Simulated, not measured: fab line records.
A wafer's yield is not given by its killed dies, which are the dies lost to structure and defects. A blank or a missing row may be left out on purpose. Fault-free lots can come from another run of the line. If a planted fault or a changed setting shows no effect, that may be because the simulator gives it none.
Which tool is to blame? | flow nand_harc | 24 lots with 72 wafers sampled at 2 steps, on a route of 1159 steps

== WHAT THE GAUGES SHOWED, per wafer ==
NHARC_A_WL_FILL_INSPECT_15. Usual: raw_defect_count reads 376 (standard deviation 120).
lot  | measured     | on                | raw_defect_count | flag
L077 | day 16 15:04 | defect_inspect-01 | 573 316 322      |
L075 | day 16 14:54 | defect_inspect-02 | 309 236 310      |
L076 | day 16 19:46 | defect_inspect-02 | 198 198 276      |
L074 | day 17 00:37 | defect_inspect-01 | 279 466 521      |
L078 | day 17 02:44 | defect_inspect-01 | 432 606 344      |
L079 | day 17 08:49 | defect_inspect-02 | 593 415 376      |
L081 | day 17 13:10 | defect_inspect-02 | 217 242 235      |
L080 | day 17 17:25 | defect_inspect-02 | 303 277 271      |
L082 | day 18 15:23 | defect_inspect-01 | 453 504 355      |
L083 | day 18 15:18 | defect_inspect-02 | 364 362 428      |
L085 | day 18 20:35 | defect_inspect-01 | 226 277 268      |
L084 | day 19 00:02 | defect_inspect-01 | 724 339 469      |
L086 | day 19 05:56 | defect_inspect-01 | 636 526 635      |
L087 | day 19 05:52 | defect_inspect-02 | 557 354 343      |
L088 | day 19 16:17 | defect_inspect-01 | 421 350 345      |
L090 | day 20 06:11 | defect_inspect-02 | 229 308 217      |
L089 | day 20 05:32 | defect_inspect-02 | 291 513 447      |
L092 | day 20 15:51 | defect_inspect-02 | 444 351 493      |
L091 | day 20 15:29 | defect_inspect-02 | 301 375 304      |
L093 | day 20 20:38 | defect_inspect-02 | 350 314 367      |
L095 | day 21 13:58 | defect_inspect-02 | 669 255 307      |
L096 | day 21 12:42 | defect_inspect-01 | 409 394 627      |
L094 | day 21 16:59 | defect_inspect-02 | 387 601 312      |
L097 | day 22 01:55 | defect_inspect-01 | 385 368 356      |

== WHAT TOOL EACH LOT RAN ON (gives the tool, then ch and the chambers of the sampled wafers, and finally the start) ==
lot  | NHARC_A_WL_FILL_CVD_20
L077 | cvd_w-01 ch 0,1, day 16 15:04 or earlier
L075 | cvd_w-02 ch 0,1, day 16 14:54 or earlier
L076 | cvd_w-02 ch 0,1, day 16 19:46 or earlier
L074 | cvd_w-02 ch 0,1, day 17 00:37 or earlier
L078 | cvd_w-01 ch 0,1, day 17 02:44 or earlier
L079 | cvd_w-01 ch 1, day 17 08:49 or earlier
L081 | cvd_w-01 ch 0,1, day 17 13:10 or earlier
L080 | cvd_w-01 ch 0,1, day 17 17:25 or earlier
L082 | cvd_w-01 ch 0,1, day 18 15:23 or earlier
L083 | cvd_w-02 ch 0,1, day 18 15:18 or earlier
L085 | cvd_w-02 ch 1, day 18 20:35 or earlier
L084 | cvd_w-01 ch 0,1, day 19 00:02 or earlier
L086 | cvd_w-01 ch 0,1, day 19 05:56 or earlier
L087 | cvd_w-02 ch 0,1, day 19 05:52 or earlier
L088 | cvd_w-01 ch 0,1, day 19 16:17 or earlier
L090 | cvd_w-01 ch 0,1, day 20 06:11 or earlier
L089 | cvd_w-02 ch 0,1, day 20 05:32 or earlier
L092 | cvd_w-02 ch 0,1, day 20 15:51 or earlier
L091 | cvd_w-01 ch 0,1, day 20 15:29 or earlier
L093 | cvd_w-01 ch 0,1, day 20 20:38 or earlier
L095 | cvd_w-01 ch 0,1, day 21 13:58 or earlier
L096 | cvd_w-02 ch 0,1, day 21 12:42 or earlier
L094 | cvd_w-02 ch 0,1, day 21 16:59 or earlier
L097 | cvd_w-01 ch 0,1, day 22 01:55 or earlier
- NHARC_A_WL_FILL_CVD_20: deposits W, target thk 75 nm, time 5064 s.

== WHAT THE TOOLS THEMSELVES READ (means of the sampled wafers that have a number; where no wafer has one, the mark that the record gives instead) ==
NHARC_A_WL_FILL_CVD_20. Usual: heater_power_w 454 W, standard deviation 36; mfc_h2_sccm 1600 sccm, standard deviation 5.1; throttle_valve_pct 8.09 %, standard deviation 0.25.
lot  | tool     | heater_power_w (W) | mfc_h2_sccm (sccm) | throttle_valve_pct (%) | flag
L077 | cvd_w-01 | 432                | 1598               | 8.11                   |
L075 | cvd_w-02 | 480                | 1601               | 8.40                   |
L076 | cvd_w-02 | 478                | 1605               | 8.35                   |
L074 | cvd_w-02 | 485                | 1600               | 8.47                   |
L078 | cvd_w-01 | 436                | 1598               | 8.19                   |
L079 | cvd_w-01 | 416                | 1604               | 7.86                   |
L081 | cvd_w-01 | 431                | 1603               | 8.24                   |
L080 | cvd_w-01 | 430                | 1600               | 8.09                   |
L082 | cvd_w-01 | 443                | 1603               | 8.18                   |
L083 | cvd_w-02 | 503                | 1597               | 7.87                   |
L085 | cvd_w-02 | 522                | 1599               | 7.96                   |
L084 | cvd_w-01 | 434                | 1600               | 8.10                   |
L086 | cvd_w-01 | 426                | 1604               | 7.84                   |
L087 | cvd_w-02 | 502                | 1598               | 7.96                   |
L088 | cvd_w-01 | 435                | 1598               | 8.07                   |
L090 | cvd_w-01 | 439                | 1603               | 8.24                   |
L089 | cvd_w-02 | 504                | 1604               | 7.96                   |
L092 | cvd_w-02 | 504                | 1603               | 8.15                   |
L091 | cvd_w-01 | 440                | 1599               | 8.21                   |
L093 | cvd_w-01 | 428                | 1598               | 8.04                   |
L095 | cvd_w-01 | 437                | 1597               | 8.21                   |
L096 | cvd_w-02 | 502                | 1598               | 7.89                   |
L094 | cvd_w-02 | 486                | 1605               | 8.05                   |
L097 | cvd_w-01 | 435                | 1606               | 7.82                   |

== THE ANSWER, worked out from the rows above alone ==
Rule: a lot is off if the mean of its wafers that have a number lies more than 3 standard deviations from the usual mean. Also off: a lot with no number at a reading for which 4 or more lots have one. Any other lot the step has rows for is counted as sound. The gauges are gone through in route order, then the tools' own readings, and for those a lot's mean is taken as printed above. The first step at which some lot is off is used, and at that step the reading that is off furthest; a lot without a number counts as furthest.
Nothing can be told from this: no lot is off at any reading shown.

== WHAT THE SIMULATOR HAD PUT IN ==
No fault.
